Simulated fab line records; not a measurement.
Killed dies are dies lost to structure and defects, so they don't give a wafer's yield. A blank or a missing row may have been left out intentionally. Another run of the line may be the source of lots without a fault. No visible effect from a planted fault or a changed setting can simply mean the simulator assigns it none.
fab line records + flow n5-finfet + part 2 of 2: steps 20 to 24 of 24
[record]
- lots = 5
- wafers = 15
- last-day = 16
route steps=1938 shown MOL_CONTACT_COAG@596
lots that met no fault: taken from a fault-free run of the same line
start-h: hours from the record's opening day to when the first of the lot's shown wafers began + wait-h: hours from the lot's prior step to this one + " same as the row above + L1.1+2: several wafers, shown together as one row + - no value, or no start was given + * or withheld: withheld + < > ~ a bound
route shown NAME@n: names a module that has steps shown in the file, with the first one's number in the route + usual: mean/standard deviation taken from wafers without a fault + same: alike in all rows + chamber/n: place in a boat + sites: each site's reading + _std_site: standard deviation of those values + _edge_site: inner sites' mean taken away from outer sites' mean + radius-mm: how far each site lies from the wafer's centre + mask NAME#n: copy n + behind: the tool/chamber that last shaped the wafer + hold: reason for holding the lot/hours on hold/outcome of the hold + device: whichever transistor did not switch (one of n, p or np) + end of line: the route-end tests of the same wafers + a step without rows: its recipe alone + killed: the dies lost at the first sort to structure and to defects; this is not the yield of the wafer + map: shows each die of a wafer: x if killed, . if not, _ if none is there
set.NAME: the setting as run; set.NAME@STEP: as run at that earlier step + model.NAME: the simulator's own value behind a step, which no gauge read
lots at some steps of the route; a table a step, a row a wafer
services: when a tool's chamber went out of use (start-h, in hours from the record's first day, below 0 if earlier), for how many hours, and the reason
[[steps]]
[step N5_MOL_CONTACT_COAG_VIA_ETCH_117]
[recipe]
- chemistry = C4F6/O2
- target-depth-a = 400
- overetch-a = 80
- mask-material = SOC
- target = SiO2
- bias-w = 455
- pressure-mtorr = 10
- time-s = 26
- source-w = 325
- Ar_flow_sccm = 300
- C4F6_flow_sccm = 10
- O2_flow_sccm = 10
- ion-energy-ev = 575.3
- ends = end-point
[usual]
- drypump-motor-current-A = 5.7/0.46
- oes-product-au = 0.71/0.07
- rf-vpp-V = 1601/23
- showerhead-plenum-p-Torr = 2.83/0.082
- throttle-valve-pct = 41.0/0.36
| lot.wafer | tool        | chamber | start-h | wait-h | drypump-motor-current-A | oes-product-au | rf-hours-counter-h | rf-vpp-V | showerhead-plenum-p-Torr | throttle-valve-pct |
|-----------|-------------|---------|---------|--------|-------------------------|----------------|--------------------|----------|--------------------------|--------------------|
| L078.1    | rie-diel-03 | 1       | 125.42  | 0.0    | 6.7                     | 0.84           | 11                 | 1627     | 2.76                     | 40.7               |
| L078.4    | "           | 2       | "       | "      | 5.9                     | 0.80           | 18                 | 1635     | 2.78                     | 41.1               |
| L078.6    | "           | 1       | "       | "      | 6.7                     | 0.84           | -                  | 1629     | 2.76                     | 40.7               |
| L080.1    | rie-diel-05 | 3       | 135.56  | 0.0    | 5.6                     | 0.66           | 176                | 1557     | 2.85                     | 41.7               |
| L080.4    | "           | 0       | "       | "      | 5.5                     | 0.76           | 51                 | 1613     | 2.97                     | 40.5               |
| L080.5    | "           | 3       | "       | "      | 5.6                     | 0.66           | -                  | 1557     | 2.85                     | 41.7               |
| L082.3    | rie-diel-03 | 3       | 148.90  | 0.0    | 5.6                     | 0.75           | 83                 | 1612     | 2.98                     | 41.1               |
| L082.5    | "           | 1       | "       | "      | 6.7                     | 0.84           | -                  | 1628     | 2.76                     | 40.7               |
| L082.6    | "           | 2       | "       | "      | 5.9                     | 0.79           | -                  | 1635     | 2.78                     | 41.2               |
| L087.1    | rie-diel-03 | 1       | 180.56  | 0.0    | 6.7                     | 0.81           | 25                 | 1627     | 2.76                     | 40.7               |
| L087.3    | "           | 3       | "       | "      | 5.7                     | 0.74           | 96                 | 1612     | 2.98                     | 41.1               |
| L087.4    | "           | 0       | "       | "      | 5.5                     | 0.61           | 246                | 1572     | 2.68                     | 40.9               |
| L093.2    | rie-diel-03 | 2       | 214.53  | 0.0    | 5.9                     | 0.75           | 48                 | 1634     | 2.77                     | 41.2               |
| L093.5    | "           | 1       | "       | "      | 6.7                     | 0.78           | -                  | 1628     | 2.75                     | 40.7               |
| L093.6    | "           | 3       | "       | "      | 5.6                     | 0.72           | -                  | 1612     | 2.97                     | 41.1               |
[step N5_MOL_CONTACT_COAG_ETCH_124]
[recipe]
- chemistry = CH3F/O2
- target = SiNx
- target-depth-a = 65
- mask-material = SOC
- stop-on = SiOC
- over-etch-frac = 0.3
- ion-energy-ev = 120
- pressure-mtorr = 30
- source-w = 395
- bias-w = 73
- Ar_flow_sccm = 150
- CH3F_flow_sccm = 30
- O2_flow_sccm = 20
- ends = end-point
[usual]
- drypump-motor-current-A = 5.7/0.46
- oes-product-au = 0.69/0.07
- rf-vpp-V = 300/4.9
- showerhead-plenum-p-Torr = 1.99/0.06
- throttle-valve-pct = 16.29/0.28
[same]
- over-etch-frac = 0.3
| lot.wafer | tool        | chamber | start-h | wait-h | drypump-motor-current-A | oes-product-au | rf-hours-counter-h | rf-vpp-V | showerhead-plenum-p-Torr | throttle-valve-pct |
|-----------|-------------|---------|---------|--------|-------------------------|----------------|--------------------|----------|--------------------------|--------------------|
| L078.1    | rie-diel-03 | 1       | 125.45  | 0.0    | 6.8                     | 0.80           | 11                 | 306      | 1.95                     | 16.04              |
| L078.4    | "           | 2       | "       | "      | 5.9                     | 0.77           | 18                 | 307      | 1.96                     | 16.16              |
| L078.6    | "           | 1       | "       | "      | 6.7                     | 0.81           | -                  | 306      | 1.95                     | 16.04              |
| L080.1    | rie-diel-05 | 3       | 135.59  | 0.0    | 5.6                     | 0.64           | 176                | 290      | 2.01                     | 16.47              |
| L080.4    | "           | 0       | "       | "      | 5.5                     | 0.73           | 51                 | 303      | 2.10                     | 15.84              |
| L080.5    | "           | 3       | "       | "      | 5.6                     | 0.64           | -                  | 290      | 2.01                     | 16.47              |
| L082.3    | rie-diel-03 | 3       | 148.93  | 0.0    | 5.6                     | 0.70           | 83                 | 302      | 2.11                     | 16.28              |
| L082.5    | "           | 1       | "       | "      | 6.8                     | 0.81           | -                  | 305      | 1.95                     | 16.02              |
| L082.6    | "           | 2       | "       | "      | 6.0                     | 0.76           | -                  | 308      | 1.95                     | 16.15              |
| L087.1    | rie-diel-03 | 1       | 180.59  | 0.0    | 6.7                     | 0.78           | 25                 | 305      | 1.94                     | 16.08              |
| L087.3    | "           | 3       | "       | "      | 5.6                     | 0.70           | 96                 | 302      | 2.10                     | 16.29              |
| L087.4    | "           | 0       | "       | "      | 5.5                     | 0.59           | 246                | 296      | 1.89                     | 16.25              |
| L093.2    | rie-diel-03 | 2       | 214.56  | 0.0    | 5.9                     | 0.73           | 48                 | 307      | 1.95                     | 16.21              |
| L093.5    | "           | 1       | "       | "      | 6.7                     | 0.76           | -                  | 306      | 1.94                     | 16.10              |
| L093.6    | "           | 3       | "       | "      | 5.6                     | 0.69           | -                  | 303      | 2.10                     | 16.32              |
[step N5_MOL_CONTACT_COAG_ETCH_48]
[recipe]
- chemistry = C4F6/O2
- target-depth-a = 150
- overetch-a = 45
- mask-material = SOC
- target = SiOC
- bias-w = 465
- pressure-mtorr = 10
- time-s = 17
- source-w = 335
- Ar_flow_sccm = 300
- C4F6_flow_sccm = 10
- O2_flow_sccm = 10
- ion-energy-ev = 576
[usual]
- drypump-motor-current-A = 5.7/0.46
- oes-product-au = 0.68/0.083
- rf-vpp-V = 1603/23
- showerhead-plenum-p-Torr = 2.83/0.082
- throttle-valve-pct = 40.5/0.35
| lot.wafer | tool        | chamber | start-h | wait-h | drypump-motor-current-A | oes-product-au | rf-hours-counter-h | rf-vpp-V | showerhead-plenum-p-Torr | throttle-valve-pct |
|-----------|-------------|---------|---------|--------|-------------------------|----------------|--------------------|----------|--------------------------|--------------------|
| L078.1    | rie-diel-03 | 1       | 125.49  | 0.0    | 6.7                     | 0.78           | 11                 | 1629     | 2.77                     | 40.3               |
| L078.4    | "           | 2       | "       | "      | 5.9                     | 0.77           | 18                 | 1637     | 2.78                     | 40.7               |
| L078.6    | "           | 1       | "       | "      | 6.8                     | 0.84           | -                  | 1630     | 2.77                     | 40.3               |
| L080.1    | rie-diel-05 | 3       | 135.63  | 0.0    | 5.6                     | 0.63           | 176                | 1560     | 2.85                     | 41.2               |
| L080.4    | "           | 0       | "       | "      | 5.5                     | 0.67           | 51                 | 1615     | 2.97                     | 40.1               |
| L080.5    | "           | 3       | "       | "      | 5.6                     | 0.61           | -                  | 1559     | 2.85                     | 41.2               |
| L082.3    | rie-diel-03 | 3       | 148.97  | 0.0    | 5.6                     | 0.73           | 83                 | 1614     | 2.98                     | 40.6               |
| L082.5    | "           | 1       | "       | "      | 6.8                     | 0.81           | -                  | 1629     | 2.76                     | 40.3               |
| L082.6    | "           | 2       | "       | "      | 5.9                     | 0.75           | -                  | 1638     | 2.78                     | 40.7               |
| L087.1    | rie-diel-03 | 1       | 180.63  | 0.0    | 6.7                     | 0.83           | 25                 | 1630     | 2.76                     | 40.3               |
| L087.3    | "           | 3       | "       | "      | 5.6                     | 0.76           | 96                 | 1613     | 2.98                     | 40.7               |
| L087.4    | "           | 0       | "       | "      | 5.5                     | 0.60           | 246                | 1574     | 2.69                     | 40.5               |
| L093.2    | rie-diel-03 | 2       | 214.60  | 0.0    | 5.9                     | 0.76           | 48                 | 1635     | 2.77                     | 40.8               |
| L093.5    | "           | 1       | "       | "      | 6.7                     | 0.80           | -                  | 1629     | 2.75                     | 40.3               |
| L093.6    | "           | 3       | "       | "      | 5.6                     | 0.74           | -                  | 1614     | 2.97                     | 40.7               |
[step N5_MOL_CONTACT_COAG_STRIP_72]
[recipe]
- chemistry = N2/H2
- power-w = 450
- temp-c = 40
- pressure-mtorr = 20
- rf-frequency-hz = 6e+07
- overash-fraction = 3
- bias-power-w = 7
- h2-frac = 0.5
- n2-flow-sccm = 200
- h2-flow-sccm = 200
[usual]
- bias-power-w = 7.004/0.023
- drypump-motor-current-A = 5.8/0.46
- oes-product-au = 0.81/0.089
- power-w = 450.0/1.4
- rf-vpp-V = 59.3/1.9
- showerhead-plenum-p-Torr = 2.54/0.083
- throttle-valve-pct = 23.6/0.33
| lot.wafer | tool        | chamber | start-h | wait-h | bias-power-w | drypump-motor-current-A | oes-product-au | power-w | rf-hours-counter-h | rf-vpp-V | showerhead-plenum-p-Torr | throttle-valve-pct |
|-----------|-------------|---------|---------|--------|--------------|-------------------------|----------------|---------|--------------------|----------|--------------------------|--------------------|
| L078.1    | rie-diel-03 | 1       | 125.54  | 0.0    | 6.992        | 6.7                     | 0.96           | 448.7   | 11                 | 60.9     | 2.48                     | 23.4               |
| L078.4    | "           | 2       | "       | "      | 7.032        | 5.9                     | 0.89           | 448.4   | 18                 | 59.1     | 2.48                     | 23.5               |
| L078.6    | "           | 1       | "       | "      | 6.985        | 6.7                     | 0.95           | 448.0   | -                  | 61.2     | 2.48                     | 23.4               |
| L080.1    | rie-diel-05 | 3       | 135.68  | 0.0    | 7.039        | 5.6                     | 0.75           | 450.7   | 176                | 61.4     | 2.53                     | 23.8               |
| L080.4    | "           | 0       | "       | "      | 7.031        | 5.6                     | 0.85           | 450.4   | 51                 | 58.8     | 2.68                     | 23.1               |
| L080.5    | "           | 3       | "       | "      | 7.030        | 5.6                     | 0.71           | 449.0   | -                  | 59.4     | 2.53                     | 23.8               |
| L082.3    | rie-diel-03 | 3       | 149.02  | 0.0    | 7.066        | 5.6                     | 0.84           | 450.5   | 83                 | 59.5     | 2.69                     | 23.9               |
| L082.5    | "           | 1       | "       | "      | 7.015        | 6.8                     | 0.94           | 452.4   | -                  | 58.9     | 2.48                     | 23.4               |
| L082.6    | "           | 2       | "       | "      | 6.977        | 6.0                     | 0.89           | 450.0   | -                  | 60.1     | 2.48                     | 23.5               |
| L087.1    | rie-diel-03 | 1       | 180.68  | 0.0    | 7.013        | 6.7                     | 0.92           | 449.8   | 25                 | 58.3     | 2.48                     | 23.4               |
| L087.3    | "           | 3       | "       | "      | 6.997        | 5.6                     | 0.84           | 450.2   | 96                 | 59.8     | 2.68                     | 23.8               |
| L087.4    | "           | 0       | "       | "      | 6.959        | 5.5                     | 0.68           | 451.7   | 246                | 61.3     | 2.39                     | 23.7               |
| L093.2    | rie-diel-03 | 2       | 214.66  | 0.0    | 7.017        | 5.9                     | 0.86           | 452.9   | 48                 | 59.9     | 2.47                     | 23.5               |
| L093.5    | "           | 1       | "       | "      | 7.025        | 6.8                     | 0.89           | 450.8   | -                  | 58.2     | 2.47                     | 23.4               |
| L093.6    | "           | 3       | "       | "      | 6.981        | 5.6                     | 0.81           | 450.0   | -                  | 59.5     | 2.67                     | 23.9               |
[step N5_MOL_CONTACT_COAG_STRIP_49]
[recipe]
- chemistry = N2/H2
- time-s = 30
- power-w = 1000
- temp-c = 250
- pressure-mtorr = withheld
- n2-flow-sccm = 1750
- h2-flow-sccm = 3250
[usual]
- drypump-motor-current-A = 5.62/0.29
- heater-power-w = 373/22
| lot.wafer | tool            | chamber | start-h | wait-h | drypump-motor-current-A | heater-power-w | rf-hours-counter-h |
|-----------|-----------------|---------|---------|--------|-------------------------|----------------|--------------------|
| L078.1    | plasma-asher-02 | 1       | 125.62  | -      | 5.71                    | 348            | 102                |
| L078.4    | "               | 1       | "       | "      | 5.71                    | 345            | -                  |
| L078.6    | "               | 0       | "       | "      | 5.85                    | 379            | -                  |
| L080.1    | plasma-asher-02 | 0       | 135.76  | -      | 5.87                    | 380            | 103                |
| L080.4    | "               | 1       | "       | "      | 5.72                    | 340            | -                  |
| L080.5    | "               | 0       | "       | "      | 5.89                    | 380            | -                  |
| L082.3    | plasma-asher-02 | 1       | 149.12  | -      | 5.71                    | 344            | -                  |
| L082.5    | "               | 1       | "       | "      | 5.70                    | 351            | -                  |
| L082.6    | "               | 0       | "       | "      | 5.89                    | 388            | -                  |
| L087.1    | plasma-asher-01 | 1       | 180.76  | -      | 5.10                    | 403            | 58                 |
| L087.3    | "               | 1       | "       | "      | 5.08                    | 415            | -                  |
| L087.4    | "               | 0       | "       | "      | 5.64                    | 356            | -                  |
| L093.2    | plasma-asher-02 | 0       | 214.74  | -      | 5.88                    | 379            | 119                |
| L093.5    | "               | 0       | "       | "      | 5.89                    | 372            | -                  |
| L093.6    | "               | 1       | "       | "      | 5.71                    | 344            | -                  |
[[services]]
| tool            | chamber | start-h | hours | kind                          |
|-----------------|---------|---------|-------|-------------------------------|
| euv-scanner-02  | -       | 106.18  | 0.5   | repair                        |
| litho-track-02  | -       | 106.52  | -     | consumable-replace:filter     |
| euv-scanner-01  | -       | 111.75  | 1.5   | repair                        |
| euv-scanner-02  | -       | 114.96  | 0.2   | repair                        |
| euv-scanner-02  | -       | 121.24  | 1.0   | pm                            |
| rie-diel-05     | 0       | 122.16  | 10.0  | repair                        |
| euv-scanner-02  | 0       | 125.95  | -     | calibration                   |
| rie-diel-03     | -       | 128.90  | 15.6  | pm                            |
| euv-scanner-01  | -       | 144.36  | 1.0   | pm                            |
| euv-scanner-01  | -       | 154.20  | 101.9 | repair                        |
| euv-scanner-02  | -       | 167.52  | 0.1   | repair                        |
| rie-diel-03     | 0       | 168.28  | 7.7   | repair                        |
| rie-diel-01     | -       | 178.16  | 0.7   | repair                        |
| ald-sin-03      | -       | 183.57  | 6.1   | pm                            |
| plasma-asher-02 | -       | 184.82  | 2.1   | repair                        |
| litho-track-02  | -       | 188.75  | -     | consumable-replace:filter     |
| rie-diel-03     | 0       | 190.42  | -     | clean                         |
| rie-diel-03     | 0       | 190.42  | -     | consumable-replace:esc        |
| rie-diel-03     | 0       | 190.42  | -     | consumable-replace:focus-ring |
| rie-diel-03     | 0       | 190.42  | -     | consumable-replace:showerhead |
| rie-diel-03     | 0       | 190.42  | 35.4  | scheduled-down                |
| rie-diel-03     | 0       | 190.42  | 35.4  | vent-cycle                    |
| euv-scanner-02  | -       | 191.42  | 1.0   | pm                            |
| rie-diel-05     | 1       | 213.01  | 3.8   | repair                        |
